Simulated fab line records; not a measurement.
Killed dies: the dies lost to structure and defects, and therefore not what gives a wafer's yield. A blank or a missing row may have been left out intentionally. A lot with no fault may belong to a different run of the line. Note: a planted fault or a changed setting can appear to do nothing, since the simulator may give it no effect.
Matching of chambers || flow nand_harc || NHARC_P_ZERO_WELL_ETCH_63 on rie_si-05 has 4 sister chambers
The step etches the open film in HBr/Cl2, target depth 120 nm, time 40.1 s. 16 wafers are shown with their chamber, then 8 later ones without.

EACH WAFER AND ITS CHAMBER
{"wafer": "L078.3", "chamber": 1, "drypump_motor_current_A (A)": 6.0, "mfc_cl2_sccm (sccm)": 49.78, "throttle_valve_pct (%)": 26.409}
{"wafer": "L078.4", "chamber": 3, "drypump_motor_current_A (A)": 5.6, "mfc_cl2_sccm (sccm)": 49.78, "throttle_valve_pct (%)": 26.389}
{"wafer": "L078.5", "chamber": 0, "drypump_motor_current_A (A)": 5.6, "mfc_cl2_sccm (sccm)": 49.72, "throttle_valve_pct (%)": 26.393}
{"wafer": "L082.3", "chamber": 1, "drypump_motor_current_A (A)": 6.0, "mfc_cl2_sccm (sccm)": 49.92, "throttle_valve_pct (%)": 26.407}
{"wafer": "L082.4", "chamber": 2, "drypump_motor_current_A (A)": 5.9, "mfc_cl2_sccm (sccm)": 50.08, "throttle_valve_pct (%)": 26.400}
{"wafer": "L082.6", "chamber": 2, "drypump_motor_current_A (A)": 5.8, "mfc_cl2_sccm (sccm)": 50.16, "throttle_valve_pct (%)": 26.386}
{"wafer": "L084.1", "chamber": 0, "drypump_motor_current_A (A)": 5.6, "mfc_cl2_sccm (sccm)": 49.98, "throttle_valve_pct (%)": 26.407}
{"wafer": "L084.3", "chamber": 3, "drypump_motor_current_A (A)": 5.6, "mfc_cl2_sccm (sccm)": 50.25, "throttle_valve_pct (%)": 26.417}
{"wafer": "L084.6", "chamber": 1, "drypump_motor_current_A (A)": 6.0, "mfc_cl2_sccm (sccm)": 49.92, "throttle_valve_pct (%)": 26.413}
{"wafer": "L086.2", "chamber": 1, "drypump_motor_current_A (A)": 6.0, "mfc_cl2_sccm (sccm)": 50.13, "throttle_valve_pct (%)": 26.402}
{"wafer": "L086.4", "chamber": 3, "drypump_motor_current_A (A)": 5.6, "mfc_cl2_sccm (sccm)": 49.91, "throttle_valve_pct (%)": 26.405}
{"wafer": "L086.6", "chamber": 1, "drypump_motor_current_A (A)": 6.0, "mfc_cl2_sccm (sccm)": 50.35, "throttle_valve_pct (%)": 26.417}
{"wafer": "L087.2", "chamber": 3, "drypump_motor_current_A (A)": 5.6, "mfc_cl2_sccm (sccm)": 49.96, "throttle_valve_pct (%)": 26.411}
{"wafer": "L087.5", "chamber": 2, "drypump_motor_current_A (A)": 5.9, "mfc_cl2_sccm (sccm)": 50.13, "throttle_valve_pct (%)": 26.409}
{"wafer": "L087.6", "chamber": 3, "drypump_motor_current_A (A)": 5.6, "mfc_cl2_sccm (sccm)": 49.84, "throttle_valve_pct (%)": 26.398}
{"wafer": "L092.1", "chamber": 1, "drypump_motor_current_A (A)": 6.0, "mfc_cl2_sccm (sccm)": 50.23, "throttle_valve_pct (%)": 26.416}

SIGNATURES (averages over the wafers above)
{"reading": "drypump_motor_current_A", "chamber 0": 5.600, "chamber 1": 6.000, "chamber 2": 5.867, "chamber 3": 5.600, "scatter within a chamber": 0.0236}
{"reading": "mfc_cl2_sccm", "chamber 0": 49.8500, "chamber 1": 50.0550, "chamber 2": 50.1233, "chamber 3": 49.9480, "scatter within a chamber": 0.184}
{"reading": "throttle_valve_pct", "chamber 0": 26.40000, "chamber 1": 26.41067, "chamber 2": 26.39833, "chamber 3": 26.40400, "scatter within a chamber": 0.00918}
Rule: a wafer's distance from a chamber is the root of the sum, over the readings, of the square of ((its reading less the chamber's mean) divided by the reading's scatter). The wafer belongs to the nearest chamber; if the next one is less than 2 further off, it can't be placed. The scatter is the square root of a quotient: the sum, over the shown wafers, of each reading's squared deviation from its chamber's mean, divided by wafers minus chambers.

WAFERS WITH NO CHAMBER GIVEN
{"wafer": "L092.3", "drypump_motor_current_A (A)": 5.9, "mfc_cl2_sccm (sccm)": 50.14, "throttle_valve_pct (%)": 26.394}
{"wafer": "L092.5", "drypump_motor_current_A (A)": 5.6, "mfc_cl2_sccm (sccm)": 50.07, "throttle_valve_pct (%)": 26.412}
{"wafer": "L093.1", "drypump_motor_current_A (A)": 5.6, "mfc_cl2_sccm (sccm)": 49.93, "throttle_valve_pct (%)": 26.389}
{"wafer": "L093.2", "drypump_motor_current_A (A)": 5.8, "mfc_cl2_sccm (sccm)": 49.81, "throttle_valve_pct (%)": 26.393}
{"wafer": "L093.6", "drypump_motor_current_A (A)": 6.0, "mfc_cl2_sccm (sccm)": 50.09, "throttle_valve_pct (%)": 26.403}
{"wafer": "L095.1", "drypump_motor_current_A (A)": 5.6, "mfc_cl2_sccm (sccm)": 50.02, "throttle_valve_pct (%)": 26.395}
{"wafer": "L095.4", "drypump_motor_current_A (A)": 5.9, "mfc_cl2_sccm (sccm)": 49.93, "throttle_valve_pct (%)": 26.415}
{"wafer": "L095.5", "drypump_motor_current_A (A)": 5.6, "mfc_cl2_sccm (sccm)": 49.99, "throttle_valve_pct (%)": 26.414}

EACH ONE'S CHAMBER
{"wafer": "L092.3", "from the rows above": 2, "in truth": 2}
{"wafer": "L092.5", "from the rows above": "can't be placed: 3 or 0", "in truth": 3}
{"wafer": "L093.1", "from the rows above": "can't be placed: 0 or 3", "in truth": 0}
{"wafer": "L093.2", "from the rows above": 2, "in truth": 2}
{"wafer": "L093.6", "from the rows above": 1, "in truth": 1}
{"wafer": "L095.1", "from the rows above": "can't be placed: 3 or 0", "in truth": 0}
{"wafer": "L095.4", "from the rows above": "can't be placed: 2 or 1", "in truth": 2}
{"wafer": "L095.5", "from the rows above": "can't be placed: 3 or 0", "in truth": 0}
Placed correctly: 3 of 8. Can't be placed from these rows: 5 (the true chamber is among the candidates in 5). Number placed wrongly: 0.
